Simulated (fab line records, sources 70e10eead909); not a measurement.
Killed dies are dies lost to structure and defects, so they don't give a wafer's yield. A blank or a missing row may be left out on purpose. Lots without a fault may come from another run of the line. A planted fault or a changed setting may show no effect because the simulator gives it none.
Which tool did it? | flow nand_harc | 19 lots, 57 wafers sampled, at 6 steps of a route of 1159

WHAT THE GAUGES READ, wafer by wafer
NHARC_P_M0_INSPECT_27. Usual: raw_defect_count 271, standard deviation 95.
lot  | measured     | on                | raw_defect_count | flag
L074 | day 5 12:46  | defect_inspect-01 | 313 276 585      |
L075 | day 5 22:34  | defect_inspect-01 | 157 186 264      |
L076 | day 6 19:11  | defect_inspect-01 | 292 192 158      |
L077 | day 6 19:34  | defect_inspect-02 | 430 453 253      |
L078 | day 7 04:02  | defect_inspect-02 | 268 551 238      |
L079 | day 6 21:16  | defect_inspect-01 | 299 360 348      |
L081 | day 7 17:13  | defect_inspect-02 | 224 112 144      |
L083 | day 8 10:42  | defect_inspect-02 | 182 276 214      |
L084 | day 8 16:15  | defect_inspect-01 | 222 231 222      |
L085 | day 9 21:56  | defect_inspect-02 | 282 186 168      |
L086 | day 9 21:36  | defect_inspect-01 | 210 228 185      |
L087 | day 9 21:14  | defect_inspect-01 | 370 261 258      |
L090 | day 10 05:29 | defect_inspect-01 | 172 189 180      |
L091 | day 10 09:14 | defect_inspect-02 | 369 308 300      |
L092 | day 10 08:13 | defect_inspect-01 | 220 280 215      |
L093 | day 10 15:34 | defect_inspect-01 | 297 292 300      |
L094 | day 10 15:19 | defect_inspect-01 | 324 509 274      |
L095 | day 11 08:40 | defect_inspect-02 | 330 380 176      |
L097 | day 11 18:29 | defect_inspect-02 | 304 343 133      |

WHICH TOOL RAN EACH LOT (tool, then ch and the chambers of the sampled wafers, then the start)
lot  | NHARC_P_ZERO_WELL_DESCUM_13       | NHARC_P_ZERO_WELL_ETCH_63       | NHARC_P_STI_ETCH_31                           | NHARC_P_GATE_ETCH_114                         | NHARC_P_GATE_DESCUM_48
L074 | rie_diel-10 ch 1,2,3, day 1 13:32 | rie_si-01 ch 0,1,2, day 1 13:49 | rie_diel-08 ch 1,2,3, day 4 22:08 or earlier  | rie_diel-06 ch 0,1, day 4 22:08 or earlier    | rie_diel-13 ch 0,3, day 4 22:08
L075 | rie_diel-09 ch 1,2,3, day 1 19:25 | rie_si-03 ch 0,1,2, day 1 19:40 | rie_diel-12 ch 0,2,3, day 5 07:13 or earlier  | rie_diel-13 ch 1,2,3, day 5 07:13 or earlier  | rie_diel-06 ch 0,1,3, day 5 07:13
L076 | rie_diel-04 ch 0,3, day 2 01:31   | rie_si-01 ch 2,3, day 2 01:46   | rie_diel-12 ch 0,1,3, day 6 02:17 or earlier  | rie_diel-01 ch 0,1, day 6 02:17 or earlier    | rie_diel-13 ch 0,1, day 6 02:17
L077 | rie_diel-04 ch 0,2,3, day 2 07:29 | rie_si-01 ch 1,2,3, day 2 07:43 | rie_diel-08 ch 0,3, day 5 23:28 or earlier    | rie_diel-06 ch 0,1,3, day 5 23:28 or earlier  | rie_diel-06 ch 2,3, day 5 23:28
L078 | rie_diel-04 ch 1,2,3, day 2 13:29 | rie_si-03 ch 1,2,3, day 2 13:44 | rie_diel-08 ch 0,2,3, day 6 07:59 or earlier  | rie_diel-01 ch 1,2,3, day 6 07:59 or earlier  | rie_diel-06 ch 1,2,3, day 6 07:59
L079 | rie_diel-10 ch 1,2,3, day 2 19:19 | rie_si-01 ch 0,2,3, day 2 19:34 | rie_diel-03 ch 0,1,2, day 6 05:58 or earlier  | rie_diel-13 ch 0,1,3, day 6 05:58 or earlier  | rie_diel-06 ch 1,2,3, day 6 05:58
L081 | rie_diel-04 ch 0,1,2, day 3 07:17 | rie_si-01 ch 0,2,3, day 3 07:34 | rie_diel-12 ch 0,1,2, day 6 21:05 or earlier  | rie_diel-01 ch 0,1,2, day 6 21:05 or earlier  | rie_diel-13 ch 0,1, day 6 21:05
L083 | rie_diel-10 ch 0,2,3, day 3 19:25 | rie_si-03 ch 2,3, day 3 19:40   | rie_diel-12 ch 0,2, day 7 16:55 or earlier    | rie_diel-06 ch 1,3, day 7 16:55 or earlier    | rie_diel-13 ch 1,3, day 7 16:55
L084 | rie_diel-09 ch 2,3, day 4 01:25   | rie_si-06 ch 0,3, day 4 01:41   | rie_diel-08 ch 1,2, day 7 21:16 or earlier    | rie_diel-06 ch 0,3, day 7 21:16 or earlier    | rie_diel-06 ch 0,1,2, day 7 21:16
L085 | rie_diel-10 ch 0,1,3, day 4 07:25 | rie_si-06 ch 0,3, day 4 07:39   | rie_diel-03 ch 1,2, day 8 12:05 or earlier    | rie_diel-13 ch 1,2, day 8 12:05 or earlier    | rie_diel-06 ch 0,1,3, day 8 12:05
L086 | rie_diel-04 ch 1,2, day 4 13:24   | rie_si-01 ch 0,2, day 4 13:40   | rie_diel-12 ch 0,3, day 8 11:31 or earlier    | rie_diel-13 ch 1,2,3, day 8 11:31 or earlier  | rie_diel-06 ch 0,1,2, day 8 11:31
L087 | rie_diel-04 ch 0,2,3, day 4 19:17 | rie_si-03 ch 1,2,3, day 4 19:34 | rie_diel-08 ch 1,2,3, day 8 10:58 or earlier  | rie_diel-13 ch 0,1,2, day 8 10:58 or earlier  | rie_diel-13 ch 1,2,3, day 8 10:58
L090 | rie_diel-10 ch 0,2,3, day 5 13:28 | rie_si-01 ch 1,2, day 5 13:43   | rie_diel-03 ch 0,2, day 9 10:45 or earlier    | rie_diel-13 ch 2,3, day 9 10:45 or earlier    | rie_diel-13 ch 1, day 9 10:45
L091 | rie_diel-10 ch 0,1,2, day 5 19:26 | rie_si-01 ch 1,2,3, day 5 19:42 | rie_diel-12 ch 0,3, day 9 16:31 or earlier    | rie_diel-06 ch 1,2, day 9 16:31 or earlier    | rie_diel-13 ch 1,2,3, day 9 16:31
L092 | rie_diel-04 ch 0,2, day 6 01:18   | rie_si-03 ch 0,1,2, day 6 01:35 | rie_diel-03 ch 0,1,3, day 9 16:13 or earlier  | rie_diel-13 ch 1,2, day 9 16:13 or earlier    | rie_diel-13 ch 1,2, day 9 16:13
L093 | rie_diel-10 ch 0,1,2, day 6 07:17 | rie_si-03 ch 1,2,3, day 6 07:31 | rie_diel-08 ch 0,2, day 9 23:34 or earlier    | rie_diel-06 ch 2,3, day 9 23:34 or earlier    | rie_diel-01 ch 1,2,3, day 9 23:34
L094 | rie_diel-10 ch 0,1,2, day 6 13:41 | rie_si-03 ch 2,3, day 6 13:56   | rie_diel-08 ch 1,2, day 9 23:17 or earlier    | rie_diel-13 ch 1,3, day 9 23:17 or earlier    | rie_diel-13 ch 0,1,2, day 9 23:17
L095 | rie_diel-09 ch 0,3, day 6 19:28   | rie_si-01 ch 0,2,3, day 6 19:44 | rie_diel-12 ch 0,1,2, day 10 12:05 or earlier | rie_diel-06 ch 0,1, day 10 12:05 or earlier   | rie_diel-01 ch 0,3, day 10 12:05
L097 | rie_diel-10 ch 0,2,3, day 7 07:16 | rie_si-01 ch 1,2,3, day 7 07:31 | rie_diel-08 ch 0,2,3, day 11 03:12 or earlier | rie_diel-13 ch 0,1,3, day 11 03:12 or earlier | rie_diel-13 ch 0,1,2, day 11 03:12
- NHARC_P_ZERO_WELL_DESCUM_13: chemistry O2, time 3 s.
- NHARC_P_ZERO_WELL_ETCH_63: etches the open film in HBr/Cl2, target depth 120 nm, time 40.1 s.
- NHARC_P_STI_ETCH_31: etches the open film in CF4/CHF3, target depth 108.9 nm, time 54.5 s.
- NHARC_P_GATE_ETCH_114: etches the open film in CF4/O2, target depth 30 nm, overetch 3 nm, time 16.5 s.
- NHARC_P_GATE_DESCUM_48: chemistry O2, time 3 s.

WHAT THE TOOLS THEMSELVES READ (means of the sampled wafers that have a number; where no wafer has one, the mark that the record gives instead)
NHARC_P_ZERO_WELL_DESCUM_13. Usual: chamber_pressure_mTorr 60.01 mTorr, standard deviation 0.055; drypump_motor_current_A 6.0 A, standard deviation 0.41; oes_product_au 1.002 a.u., standard deviation 0.012; rf_vpp_V 58.0 V, standard deviation 0.86; showerhead_plenum_p_Torr 1.95 Torr, standard deviation 0.054; throttle_valve_pct 11.312 %, standard deviation 0.0094.
lot  | tool        | chamber_pressure_mTorr (mTorr) | drypump_motor_current_A (A) | oes_product_au (a.u.) | rf_vpp_V (V) | showerhead_plenum_p_Torr (Torr) | throttle_valve_pct (%) | flag
L074 | rie_diel-10 | 60.04                          | 6.1                         | 1.015                 | 58.1         | 1.99                            | 11.306                 |
L075 | rie_diel-09 | 59.96                          | 5.8                         | 0.998                 | 57.8         | 1.92                            | 11.304                 |
L076 | rie_diel-04 | 60.06                          | 6.3                         | 0.993                 | 57.7         | 1.93                            | 11.317                 |
L077 | rie_diel-04 | 59.98                          | 6.3                         | 0.988                 | 57.4         | 1.92                            | 11.319                 |
L078 | rie_diel-04 | 59.98                          | 6.3                         | 1.001                 | 58.0         | 1.90                            | 11.311                 |
L079 | rie_diel-10 | 60.07                          | 6.1                         | 1.014                 | 58.5         | 1.99                            | 11.310                 |
L081 | rie_diel-04 | 60.01                          | 6.1                         | 0.997                 | 58.2         | 1.90                            | 11.304                 |
L083 | rie_diel-10 | 60.05                          | 6.1                         | 1.001                 | 59.0         | 1.98                            | 11.306                 |
L084 | rie_diel-09 | 59.98                          | 5.7                         | 1.001                 | 58.5         | 1.92                            | 11.314                 |
L085 | rie_diel-10 | 60.05                          | 6.0                         | 1.009                 | 58.1         | 2.00                            | 11.310                 |
L086 | rie_diel-04 | 60.00                          | 6.1                         | 1.002                 | 57.9         | 1.89                            | 11.311                 |
L087 | rie_diel-04 | 59.97                          | 6.3                         | 1.005                 | 58.6         | 1.92                            | 11.316                 |
L090 | rie_diel-10 | 60.10                          | 6.1                         | 0.994                 | 58.2         | 1.98                            | 11.303                 |
L091 | rie_diel-10 | 60.03                          | 5.8                         | 1.007                 | 58.3         | 1.96                            | 11.312                 |
L092 | rie_diel-04 | 60.03                          | 6.2                         | 1.012                 | 58.1         | 1.92                            | 11.299                 |
L093 | rie_diel-10 | 59.99                          | 5.8                         | 0.998                 | 57.8         | 1.96                            | 11.309                 |
L094 | rie_diel-10 | 60.08                          | 5.8                         | 1.006                 | 58.1         | 1.95                            | 11.313                 |
L095 | rie_diel-09 | 60.01                          | 5.5                         | 1.003                 | 58.2         | 2.00                            | 11.312                 |
L097 | rie_diel-10 | 60.00                          | 6.1                         | 1.006                 | 58.4         | 1.98                            | 11.320                 |

NHARC_P_ZERO_WELL_ETCH_63. Usual: chamber_pressure_mTorr 14.998 mTorr, standard deviation 0.012; drypump_motor_current_A 6.0 A, standard deviation 0.45; he_backside_leak_sccm 2.75 sccm, standard deviation 0.28; oes_product_au 1.001 a.u., standard deviation 0.015; throttle_valve_pct 26.405 %, standard deviation 0.0097.
lot  | tool      | chamber_pressure_mTorr (mTorr) | drypump_motor_current_A (A) | he_backside_leak_sccm (sccm) | oes_product_au (a.u.) | throttle_valve_pct (%) | flag
L074 | rie_si-01 | 15.001                         | 6.0                         | 2.65                         | 0.985                 | 26.399                 |
L075 | rie_si-03 | 14.997                         | 5.7                         | 2.93                         | 1.015                 | 26.397                 |
L076 | rie_si-01 | 15.000                         | 6.5                         | 2.75                         | 1.004                 | 26.408                 |
L077 | rie_si-01 | 15.002                         | 6.3                         | 2.65                         | 0.990                 | 26.409                 |
L078 | rie_si-03 | 15.000                         | 5.9                         | 2.72                         | 1.018                 | 26.401                 |
L079 | rie_si-01 | 15.006                         | 6.1                         | 2.78                         | 0.997                 | 26.400                 |
L081 | rie_si-01 | 14.988                         | 6.1                         | 2.77                         | 0.995                 | 26.402                 |
L083 | rie_si-03 | 14.994                         | 6.2                         | 2.84                         | 1.019                 | 26.402                 |
L084 | rie_si-06 | 15.002                         | 6.1                         | 2.67                         | 0.994                 | 26.415                 |
L085 | rie_si-06 | 15.005                         | 6.0                         | 2.49                         | 0.992                 | 26.400                 |
L086 | rie_si-01 | 15.007                         | 5.7                         | 2.63                         | 0.999                 | 26.411                 |
L087 | rie_si-03 | 14.989                         | 5.9                         | 2.88                         | 1.019                 | 26.394                 |
L090 | rie_si-01 | 14.999                         | 6.4                         | 2.81                         | 0.999                 | 26.404                 |
L091 | rie_si-01 | 14.982                         | 6.3                         | 2.67                         | 0.993                 | 26.399                 |
L092 | rie_si-03 | 14.996                         | 5.7                         | 3.02                         | 1.011                 | 26.393                 |
L093 | rie_si-03 | 15.006                         | 5.9                         | 2.92                         | 1.013                 | 26.396                 |
L094 | rie_si-03 | 15.001                         | 6.2                         | 2.74                         | 1.029                 | 26.406                 |
L095 | rie_si-01 | 15.000                         | 6.1                         | 2.77                         | 0.997                 | 26.404                 |
L097 | rie_si-01 | 15.012                         | 6.3                         | 2.71                         | 0.978                 | 26.403                 |

NHARC_P_STI_ETCH_31. Usual: chamber_pressure_mTorr 25.00 mTorr, standard deviation 0.032; chf3_flow_sccm 30.01 sccm, standard deviation 0.088; drypump_motor_current_A 5.6 A, standard deviation 0.54; oes_product_au 0.959 a.u., standard deviation 0.019; rf_vpp_V 370.4 V, standard deviation 2.2; showerhead_plenum_p_Torr 1.57 Torr, standard deviation 0.062; throttle_valve_pct 16.802 %, standard deviation 0.01.
lot  | tool        | chamber_pressure_mTorr (mTorr) | chf3_flow_sccm (sccm) | drypump_motor_current_A (A) | oes_product_au (a.u.) | rf_vpp_V (V) | showerhead_plenum_p_Torr (Torr) | throttle_valve_pct (%) | flag
L074 | rie_diel-08 | 25.01                          | 30.01                 | 5.7                         | 0.927                 | 369.5        | 1.53                            | 16.802                 |
L075 | rie_diel-12 | 24.99                          | 30.08                 | 5.3                         | 0.975                 | 373.9        | 1.63                            | 16.804                 |
L076 | rie_diel-12 | 25.02                          | 29.96                 | 5.5                         | 0.969                 | 373.8        | 1.66                            | 16.806                 |
L077 | rie_diel-08 | 24.99                          | 29.97                 | 5.7                         | 0.933                 | 371.3        | 1.59                            | 16.802                 |
L078 | rie_diel-08 | 25.00                          | 29.97                 | 5.7                         | 0.958                 | 370.4        | 1.57                            | 16.801                 |
L079 | rie_diel-03 | 24.99                          | 30.07                 | 5.4                         | 0.975                 | 369.2        | 1.54                            | 16.800                 |
L081 | rie_diel-12 | 24.97                          | 30.04                 | 5.0                         | 0.976                 | 371.0        | 1.61                            | 16.801                 |
L083 | rie_diel-12 | 24.99                          | 30.05                 | 4.9                         | 0.969                 | 371.1        | 1.60                            | 16.800                 |
L084 | rie_diel-08 | 24.99                          | 29.90                 | 5.7                         | 0.948                 | 368.5        | 1.51                            | 16.797                 |
L085 | rie_diel-03 | 24.99                          | 29.97                 | 5.8                         | 0.980                 | 371.2        | 1.58                            | 16.803                 |
L086 | rie_diel-12 | 25.00                          | 30.05                 | 5.5                         | 0.984                 | 372.8        | 1.65                            | 16.811                 |
L087 | rie_diel-08 | 25.01                          | 30.02                 | 5.7                         | 0.957                 | 369.1        | 1.53                            | 16.797                 |
L090 | rie_diel-03 | 25.03                          | 30.07                 | 5.2                         | 0.975                 | 368.7        | 1.51                            | 16.801                 |
L091 | rie_diel-12 | 25.01                          | 29.96                 | 5.4                         | 0.951                 | 373.2        | 1.65                            | 16.800                 |
L092 | rie_diel-03 | 24.98                          | 30.06                 | 5.7                         | 0.970                 | 368.7        | 1.52                            | 16.799                 |
L093 | rie_diel-08 | 24.99                          | 29.98                 | 5.7                         | 0.940                 | 368.9        | 1.54                            | 16.802                 |
L094 | rie_diel-08 | 24.98                          | 29.99                 | 5.7                         | 0.969                 | 368.5        | 1.50                            | 16.805                 |
L095 | rie_diel-12 | 24.98                          | 29.96                 | 5.0                         | 0.924                 | 371.4        | 1.61                            | 16.800                 |
L097 | rie_diel-08 | 25.00                          | 30.00                 | 5.7                         | 0.941                 | 370.5        | 1.56                            | 16.801                 |

NHARC_P_GATE_ETCH_114. Usual: chamber_pressure_mTorr 30.001 mTorr, standard deviation 0.026; drypump_motor_current_A 5.7 A, standard deviation 0.39; oes_product_au 0.996 a.u., standard deviation 0.015; rf_vpp_V 198.0 V, standard deviation 1.2; showerhead_plenum_p_Torr 1.34 Torr, standard deviation 0.043; throttle_valve_pct 13.398 %, standard deviation 0.0099.
lot  | tool        | chamber_pressure_mTorr (mTorr) | drypump_motor_current_A (A) | oes_product_au (a.u.) | rf_vpp_V (V) | showerhead_plenum_p_Torr (Torr) | throttle_valve_pct (%) | flag
L074 | rie_diel-06 | 30.002                         | 5.2                         | 0.985                 | 198.4        | 1.34                            | 13.398                 |
L075 | rie_diel-13 | 29.986                         | 5.7                         | 0.993                 | 197.9        | 1.37                            | 13.402                 |
L076 | rie_diel-01 | 30.002                         | 5.6                         | 1.012                 | 198.9        | 1.37                            | 13.402                 |
L077 | rie_diel-06 | 29.995                         | 5.7                         | 0.997                 | 198.6        | 1.34                            | 13.391                 |
L078 | rie_diel-01 | 30.010                         | 5.6                         | 1.019                 | 198.5        | 1.37                            | 13.402                 |
L079 | rie_diel-13 | 30.004                         | 5.7                         | 0.993                 | 197.5        | 1.34                            | 13.394                 |
L081 | rie_diel-01 | 30.009                         | 5.3                         | 1.025                 | 198.5        | 1.36                            | 13.403                 |
L083 | rie_diel-06 | 30.005                         | 6.0                         | 0.977                 | 198.0        | 1.32                            | 13.409                 |
L084 | rie_diel-06 | 30.007                         | 6.1                         | 0.982                 | 198.6        | 1.33                            | 13.397                 |
L085 | rie_diel-13 | 30.014                         | 5.6                         | 0.999                 | 199.4        | 1.38                            | 13.403                 |
L086 | rie_diel-13 | 29.975                         | 5.7                         | 1.007                 | 198.6        | 1.36                            | 13.385                 |
L087 | rie_diel-13 | 30.022                         | 5.6                         | 1.009                 | 198.1        | 1.32                            | 13.404                 |
L090 | rie_diel-13 | 30.011                         | 5.8                         | 1.001                 | 198.2        | 1.35                            | 13.389                 |
L091 | rie_diel-06 | 30.012                         | 5.4                         | 0.996                 | 198.7        | 1.33                            | 13.395                 |
L092 | rie_diel-13 | 29.994                         | 5.7                         | 1.007                 | 198.9        | 1.38                            | 13.402                 |
L093 | rie_diel-06 | 30.011                         | 6.1                         | 0.984                 | 197.7        | 1.33                            | 13.389                 |
L094 | rie_diel-13 | 30.000                         | 5.7                         | 1.006                 | 198.0        | 1.37                            | 13.399                 |
L095 | rie_diel-06 | 30.036                         | 5.3                         | 0.995                 | 197.4        | 1.33                            | 13.391                 |
L097 | rie_diel-13 | 29.995                         | 5.7                         | 0.999                 | 197.7        | 1.33                            | 13.391                 |

NHARC_P_GATE_DESCUM_48. Usual: chamber_pressure_mTorr 60.00 mTorr, standard deviation 0.054; drypump_motor_current_A 5.7 A, standard deviation 0.4; oes_product_au 0.996 a.u., standard deviation 0.014; rf_vpp_V 57.9 V, standard deviation 0.79; showerhead_plenum_p_Torr 1.93 Torr, standard deviation 0.06; throttle_valve_pct 11.311 %, standard deviation 0.0081.
lot  | tool        | chamber_pressure_mTorr (mTorr) | drypump_motor_current_A (A) | oes_product_au (a.u.) | rf_vpp_V (V) | showerhead_plenum_p_Torr (Torr) | throttle_valve_pct (%) | flag
L074 | rie_diel-13 | 60.03                          | 5.8                         | 0.988                 | 57.6         | 1.89                            | 11.315                 |
L075 | rie_diel-06 | 60.01                          | 5.7                         | 0.991                 | 57.9         | 1.91                            | 11.317                 |
L076 | rie_diel-13 | 60.01                          | 5.6                         | 0.995                 | 57.2         | 1.94                            | 11.311                 |
L077 | rie_diel-06 | 60.00                          | 6.2                         | 0.987                 | 57.1         | 1.90                            | 11.309                 |
L078 | rie_diel-06 | 60.04                          | 5.8                         | 0.990                 | 57.8         | 1.91                            | 11.311                 |
L079 | rie_diel-06 | 59.97                          | 5.8                         | 0.993                 | 58.7         | 1.91                            | 11.313                 |
L081 | rie_diel-13 | 60.02                          | 5.6                         | 0.993                 | 57.3         | 1.86                            | 11.311                 |
L083 | rie_diel-13 | 59.99                          | 5.7                         | 1.006                 | 57.9         | 1.97                            | 11.314                 |
L084 | rie_diel-06 | 59.99                          | 5.5                         | 0.985                 | 58.5         | 1.91                            | 11.306                 |
L085 | rie_diel-06 | 60.01                          | 5.7                         | 0.985                 | 56.7         | 1.90                            | 11.307                 |
L086 | rie_diel-06 | 59.98                          | 5.5                         | 0.982                 | 57.9         | 1.91                            | 11.318                 |
L087 | rie_diel-13 | 59.96                          | 5.7                         | 1.002                 | 57.8         | 1.95                            | 11.315                 |
L090 | rie_diel-13 | 59.96                          | 5.6                         | 1.016                 | 58.3         | 2.01                            | 11.310                 |
L091 | rie_diel-13 | 60.04                          | 5.7                         | 1.000                 | 57.6         | 1.95                            | 11.313                 |
L092 | rie_diel-13 | 60.01                          | 5.6                         | 1.015                 | 58.4         | 1.97                            | 11.312                 |
L093 | rie_diel-01 | 60.00                          | 5.6                         | 1.013                 | 58.5         | 1.95                            | 11.306                 |
L094 | rie_diel-13 | 60.03                          | 5.7                         | 1.010                 | 58.7         | 1.90                            | 11.318                 |
L095 | rie_diel-01 | 59.99                          | 6.3                         | 0.987                 | 58.6         | 2.00                            | 11.307                 |
L097 | rie_diel-13 | 59.95                          | 5.7                         | 0.998                 | 57.7         | 1.90                            | 11.309                 |

THE ANSWER, worked out from the rows above alone
Rule: a lot is off if the mean of its wafers that have a number lies more than 3 standard deviations from the usual mean. A lot without any number at a reading at which 4 lots or more have one is off too. The other lots that the step has rows for count as sound. The gauges are gone through in route order, then the tools' own readings, and for those a lot's mean is taken as printed above. The first step at which some lot is off is used, and at that step the reading that is off furthest; a lot without a number counts as furthest.
No lot is off at any reading shown: from this, nothing can be told.

WHAT THE SIMULATOR HAD PUT IN
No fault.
